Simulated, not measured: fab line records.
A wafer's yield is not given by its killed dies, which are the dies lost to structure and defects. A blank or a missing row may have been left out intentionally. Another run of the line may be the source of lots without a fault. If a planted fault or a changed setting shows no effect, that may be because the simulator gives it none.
Split-lot trial    flow n5 finfet    route with 1938 steps; 7 lots, 39 wafers read

THE SPLIT
At N5_BEOL_M7_TRENCH_ETCH_37 (etches SiCOH lowk in C4F6/O2, target depth 93.478 nm, time 31.2 s), the setting time s was moved away from the recipe's 31.2 s on 15 of the 39 wafers read, by -41.8% to +50.3%. For the rest of the wafers, this setting stayed at what the recipe calls for.

FROM THE SPLIT TO THE READING: what the file shows between them, 8 steps
- N5_BEOL_M7_ETCH_41: etches SiCN in CH3F/O2, target depth 31.9 nm, time 57.8 s
- N5_BEOL_M7_STRIP_80: strips in N2/H2, time 10 s
- N5_BEOL_M7_OCD_MEAS_38
- N5_BEOL_M7_HM_STRIP_39: strips TiN in peroxide tin strip, target depth 25 nm, time 158 s
- N5_BEOL_M7_SRD_40: time 30 s
- N5_BEOL_M7_ECD_50: material Cu, target thk 300 nm
- N5_BEOL_M7_ANNEAL_51: time 90 s
- N5_BEOL_M7_CMP_52: polishes, stops on SiCOH lowk, t overpolish 6.9 s, target thk 80 nm

THE READING
M7_THK, in nm, at N5_BEOL_M7_THK_MEAS_53 (measures by xrf). On this fab line, fault-free wafers typically give 79.7 nm with a standard deviation of 1.8 nm.

wafer   tool, chamber at the split  time s as run, s  against the recipe  M7_THK, nm  against lot-mates on the recipe
L076.2  rie diel-04, 1              31.2              recipe              80.4        -
L076.3  rie diel-04, 3              31.2              recipe              78.1        -
L076.6  rie diel-04, 0              31.2              recipe              77.2        -
L078.1  rie diel-04, 1              31.2              recipe              80.3        -
L078.2  rie diel-04, 2              31.2              recipe              78.9        -
L078.3  rie diel-04, 3              31.2              recipe              76.9        -
L078.4  rie diel-04, 0              31.2              recipe              78.5        -
L078.5  rie diel-04, 2              31.2              recipe              79.2        -
L078.6  rie diel-04, 3              31.2              recipe              77.6        -
L084.1  rie diel-01, 1              31.2              recipe              83.5        -
L084.2  rie diel-01, 0              46.9              +50.3%              132.6       +48.7
L084.3  rie diel-01, 2              46.9              +50.3%              133.6       +49.7
L084.4  rie diel-01, 3              46.9              +50.3%              130.1       +46.2
L084.5  rie diel-01, 0              31.2              recipe              83.1        -
L084.6  rie diel-01, 1              31.2              recipe              85.1        -
L090.1  rie diel-01, 0              31.2              recipe              80.6        -
L090.2  rie diel-01, 1              20.7              -33.7%              51.0        -30.3
L090.3  rie diel-01, 3              20.7              -33.7%              50.8        -30.5
L090.4  rie diel-01, 2              20.7              -33.7%              50.4        -30.9
L090.5  rie diel-01, 0              31.2              recipe              81.5        -
L090.6  rie diel-01, 3              31.2              recipe              81.9        -
L092.1  rie diel-03, 3              42.84             +37.3%              113.4       +33.7
L092.2  rie diel-03, 1              42.84             +37.3%              113.1       +33.4
L092.3  rie diel-03, 2              42.84             +37.3%              114.6       +34.9
L092.4  rie diel-03, 1              31.2              recipe              79.5        -
L092.5  rie diel-03, 2              31.2              recipe              80.0        -
L092.6  rie diel-03, 3              31.2              recipe              79.5        -
L094.1  rie diel-01, 0              18.16             -41.8%              40.7        -38.7
L094.2  rie diel-01, 2              18.16             -41.8%              40.8        -38.6
L094.3  rie diel-01, 3              31.2              recipe              78.7        -
L094.4  rie diel-01, 1              31.2              recipe              79.9        -
L094.5  rie diel-01, 1              18.16             -41.8%              40.6        -38.8
L094.6  rie diel-01, 0              31.2              recipe              79.6        -
L095.1  rie diel-04, 2              25.32             -18.8%              63.7        -17.7
L095.2  rie diel-04, 0              31.2              recipe              80.2        -
L095.3  rie diel-04, 1              31.2              recipe              82.7        -
L095.4  rie diel-04, 3              25.32             -18.8%              62.0        -19.4
L095.5  rie diel-04, 2              31.2              recipe              81.2        -
L095.6  rie diel-04, 3              25.32             -18.8%              64.1        -17.3

FIT RESULTS
A straight line over all 39 wafers: M7_THK changes by +0.954 nm for each +1% of time s; r = +1.00; the points scatter about the line by 2.2 nm.
The same after taking each lot's own level away (the mean of its wafers on the recipe; 39 wafers): +0.934 nm for each +1%; r = +1.00; scatter 1 nm.
The reading moves by 47 nm for the largest change in time s, on that fit.
The lots' own levels span 78.57 to 83.90 nm, that is 3.0 times the standard deviation above.
The two slopes agree, so the slope changes little with the lot-to-lot level.
Check: with one of the wafers moved furthest among these (+50.3%) left out of the fit, the line predicts +46.8 nm for it against its lot-mates. It came out at +48.7 nm against them.

THE WHOLE CHAIN: every reading that the file lists as answering this split, in the file's order
step                       what it does                                                         reading                                                                           change (the file's fit)                                                               r (the file's)
N5_BEOL_M7_TRENCH_ETCH_37  etches SiCOH lowk in C4F6/O2, target depth 93.478 nm, time 31.2 s    BEOL_M7.feature depth nm (the simulator's own value, which no gauge read)         +0.95 nm for each +1% of the setting                                                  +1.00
N5_BEOL_M7_TRENCH_ETCH_37  etches SiCOH lowk in C4F6/O2, target depth 93.478 nm, time 31.2 s    etch.depth nm (the simulator's own value, which no gauge read)                    +0.95 nm for each +1% of the setting                                                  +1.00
N5_BEOL_M7_TRENCH_ETCH_37  etches SiCOH lowk in C4F6/O2, target depth 93.478 nm, time 31.2 s    TiN_of_BEOL_M7_HM_DEP_02.thk nm (the simulator's own value, which no gauge read)  -0.0267 nm for each +1% of the setting                                                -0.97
N5_BEOL_M7_OCD_MEAS_38                                                                          trench depth nm                                                                   +0.953 nm for each +1% of the setting                                                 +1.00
N5_BEOL_M7_CMP_52          polishes, stops on SiCOH lowk, t overpolish 6.9 s, target thk 80 nm  Cu_of_BEOL_M7_ECD_50.thk nm (the simulator's own value, which no gauge read)      +0.952 nm for each +1% of the setting                                                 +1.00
N5_BEOL_M7_THK_MEAS_53     measures by xrf                                                      M7_THK                                                                            +0.934 for each +1% of the setting                                                    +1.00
N5_BEOL_M7_RS_MEAS_57      measures by four-point-probe                                         M7_RS                                                                             not straight: 0.636 at the lowest setting, 0.280 at the recipe, 0.159 at the highest  not given

THE FILE'S OWN FIT
M7_THK changes by +0.934 nm for each +1% of time s, r = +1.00.
